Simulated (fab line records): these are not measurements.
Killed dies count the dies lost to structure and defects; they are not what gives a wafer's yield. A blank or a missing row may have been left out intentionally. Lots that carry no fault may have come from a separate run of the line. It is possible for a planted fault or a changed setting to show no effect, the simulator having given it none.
What tool caused it? / flow n5_finfet / 33 wafers from 11 lots sampled at 2 of the route's 1938 steps

WHAT EACH GAUGE READ, for each wafer
N5_BEOL_M4_RC_MEAS_101.
lot=L337; measured=day 8 04:22; on=prober-02; DIBL_N (mV/V)=35.3 34.0 35.9; DIBL_P (mV/V)=37.7 35.3 37.8; IOFF_N (nA/um)=0.15 0.13 0.16; IOFF_P (nA/um)=0.21 0.18 0.22; ION_N (uA/um)=681 657 688; ION_P (uA/um)=472 456 467; SS_N (mV/dec)=70.8 70.9 70.8; SS_P (mV/dec)=73.5 73.1 73.5; VT_N (mV)=250 253 251; VT_P (mV)=-250 -252 -249
lot=L339; measured=day 8 21:01; on=prober-02; DIBL_N (mV/V)=32.6 29.3 34.5; DIBL_P (mV/V)=34.6 29.7 34.9; IOFF_N (nA/um)=0.12 0.08 0.14; IOFF_P (nA/um)=0.18 0.12 0.18; ION_N (uA/um)=668 652 655; ION_P (uA/um)=462 450 451; SS_N (mV/dec)=70.5 70.0 71.0; SS_P (mV/dec)=72.7 71.0 71.9; VT_N (mV)=254 260 252; VT_P (mV)=-248 -254 -251
lot=L340; measured=day 9 03:10; on=prober-01; DIBL_N (mV/V)=36.8 36.2 34.8; DIBL_P (mV/V)=36.1 35.4 34.8; IOFF_N (nA/um)=0.18 0.15 0.15; IOFF_P (nA/um)=0.25 0.24 0.23; ION_N (uA/um)=681 673 678; ION_P (uA/um)=471 474 472; SS_N (mV/dec)=72.3 71.4 71.2; SS_P (mV/dec)=73.8 74.1 73.0; VT_N (mV)=249 250 249; VT_P (mV)=-244 -245 -247
lot=L342; measured=day 9 11:10; on=prober-02; DIBL_N (mV/V)=36.7 38.2 37.1; DIBL_P (mV/V)=36.8 39.8 37.2; IOFF_N (nA/um)=0.15 0.19 0.15; IOFF_P (nA/um)=0.18 0.24 0.20; ION_N (uA/um)=670 684 666; ION_P (uA/um)=456 464 458; SS_N (mV/dec)=70.9 71.9 70.8; SS_P (mV/dec)=73.6 73.7 73.7; VT_N (mV)=252 248 251; VT_P (mV)=-256 -250 -253
lot=L348; measured=day 11 03:49; on=prober-02; DIBL_N (mV/V)=35.2 35.5 32.4; DIBL_P (mV/V)=36.3 36.5 32.3; IOFF_N (nA/um)=0.16 0.17 0.11; IOFF_P (nA/um)=0.22 0.22 0.17; ION_N (uA/um)=689 673 650; ION_P (uA/um)=471 463 456; SS_N (mV/dec)=71.2 71.4 71.5; SS_P (mV/dec)=74.0 74.3 72.7; VT_N (mV)=249 247 256; VT_P (mV)=-249 -249 -249
lot=L349; measured=day 11 12:02; on=prober-01; DIBL_N (mV/V)=34.1 33.9 32.4; DIBL_P (mV/V)=35.4 34.9 33.7; IOFF_N (nA/um)=0.15 0.13 0.12; IOFF_P (nA/um)=0.19 0.18 0.16; ION_N (uA/um)=672 663 674; ION_P (uA/um)=461 459 463; SS_N (mV/dec)=70.4 71.3 70.7; SS_P (mV/dec)=73.0 72.6 72.8; VT_N (mV)=250 251 251; VT_P (mV)=-252 -253 -255
lot=L351; measured=day 11 20:20; on=prober-01; DIBL_N (mV/V)=35.2 34.8 35.6; DIBL_P (mV/V)=35.3 35.6 35.4; IOFF_N (nA/um)=0.14 0.13 0.14; IOFF_P (nA/um)=0.17 0.16 0.17; ION_N (uA/um)=675 676 678; ION_P (uA/um)=460 458 455; SS_N (mV/dec)=70.3 71.0 71.6; SS_P (mV/dec)=72.5 72.3 72.6; VT_N (mV)=250 254 252; VT_P (mV)=-253 -256 -256
lot=L354; measured=day 12 20:40; on=prober-02; DIBL_N (mV/V)=36.1 42.1 37.3; DIBL_P (mV/V)=35.7 43.3 37.6; IOFF_N (nA/um)=0.13 0.29 0.16; IOFF_P (nA/um)=0.20 0.37 0.25; ION_N (uA/um)=661 712 677; ION_P (uA/um)=461 481 469; SS_N (mV/dec)=70.1 71.9 70.5; SS_P (mV/dec)=73.6 74.9 74.3; VT_N (mV)=252 239 250; VT_P (mV)=-250 -239 -246
lot=L356; measured=day 13 04:31; on=prober-01; DIBL_N (mV/V)=36.6 37.2 38.2; DIBL_P (mV/V)=37.1 37.5 39.3; IOFF_N (nA/um)=0.16 0.16 0.21; IOFF_P (nA/um)=0.25 0.26 0.30; ION_N (uA/um)=684 673 702; ION_P (uA/um)=476 470 484; SS_N (mV/dec)=71.8 71.3 71.5; SS_P (mV/dec)=72.6 73.7 73.6; VT_N (mV)=248 251 244; VT_P (mV)=-247 -247 -246
lot=L358; measured=day 13 20:48; on=prober-02; DIBL_N (mV/V)=35.1 37.9 37.0; DIBL_P (mV/V)=35.2 37.1 36.8; IOFF_N (nA/um)=0.14 0.18 0.16; IOFF_P (nA/um)=0.21 0.24 0.24; ION_N (uA/um)=684 691 678; ION_P (uA/um)=470 473 470; SS_N (mV/dec)=71.1 71.3 71.6; SS_P (mV/dec)=72.6 74.2 73.5; VT_N (mV)=247 248 248; VT_P (mV)=-248 -248 -248
lot=L359; measured=day 14 09:07; on=prober-02; DIBL_N (mV/V)=35.7 35.4 35.6; DIBL_P (mV/V)=35.5 35.8 36.1; IOFF_N (nA/um)=0.13 0.13 0.14; IOFF_P (nA/um)=0.15 0.15 0.15; ION_N (uA/um)=676 678 675; ION_P (uA/um)=456 464 452; SS_N (mV/dec)=70.6 70.6 71.2; SS_P (mV/dec)=73.4 72.5 73.0; VT_N (mV)=250 254 249; VT_P (mV)=-258 -259 -256

N5_BEOL_M15_INSPECT_30: inspects for defects (macro).
lot=L337; measured=day 12 03:04; on=defect_inspect-01; raw_defect_count=1 2 0
lot=L339; measured=day 12 19:46; on=defect_inspect-01; raw_defect_count=0 4 2
lot=L340; measured=day 13 00:03; on=defect_inspect-02; raw_defect_count=5 3 2
lot=L342; measured=day 13 06:16; on=defect_inspect-01; raw_defect_count=1 3 4
lot=L348; measured=day 14 22:23; on=defect_inspect-01; raw_defect_count=1 2 3
lot=L349; measured=day 15 15:43; on=defect_inspect-01; raw_defect_count=1 2 3
lot=L351; measured=day 15 14:57; on=defect_inspect-02; raw_defect_count=2 1 3
lot=L354; measured=day 16 12:55; on=defect_inspect-02; raw_defect_count=2 2 0
lot=L356; measured=day 16 15:53; on=defect_inspect-01; raw_defect_count=0 1 2
lot=L358; measured=day 17 08:35; on=defect_inspect-02; raw_defect_count=0 0 1
lot=L359; measured=day 18 02:42; on=defect_inspect-02; raw_defect_count=3 0 0

EACH LOT AND THE TOOL THAT RAN IT (in order: tool; ch and the chambers of the sampled wafers; start)
Before these readings, the record contains no process step.

AS READ BY THE TOOLS THEMSELVES (means over the sampled wafers that have a number; for cases with no such wafer, the mark the record gives instead)
The record holds no such reading with a usual standard deviation.

THE ANSWER, worked out from the rows above alone
Rule: the lots themselves supply what counts as usual. The widest of any qualifying gaps counts: lots, ordered by their means at a reading, are off when they make up no more than a third of the lots, leave a main group of 4 or more, and stand apart from it by 3 or more times the standard deviation of that group's means. The tables above print the reading to a certain number of digits; a main group whose means all agree to those digits is not used. Also off: a lot with no number at a reading for which 4 or more lots have one. Where the step has rows for the other lots, those lots are counted as sound. First the gauges in route order, then the tools' own readings, where a lot's mean is used as printed above. At the first step where some lot is off, the reading lying furthest off is the one used; lots without a number count as furthest.
None of the lots is off at any reading shown; this tells nothing.

WHAT THE SIMULATOR HAD PUT IN
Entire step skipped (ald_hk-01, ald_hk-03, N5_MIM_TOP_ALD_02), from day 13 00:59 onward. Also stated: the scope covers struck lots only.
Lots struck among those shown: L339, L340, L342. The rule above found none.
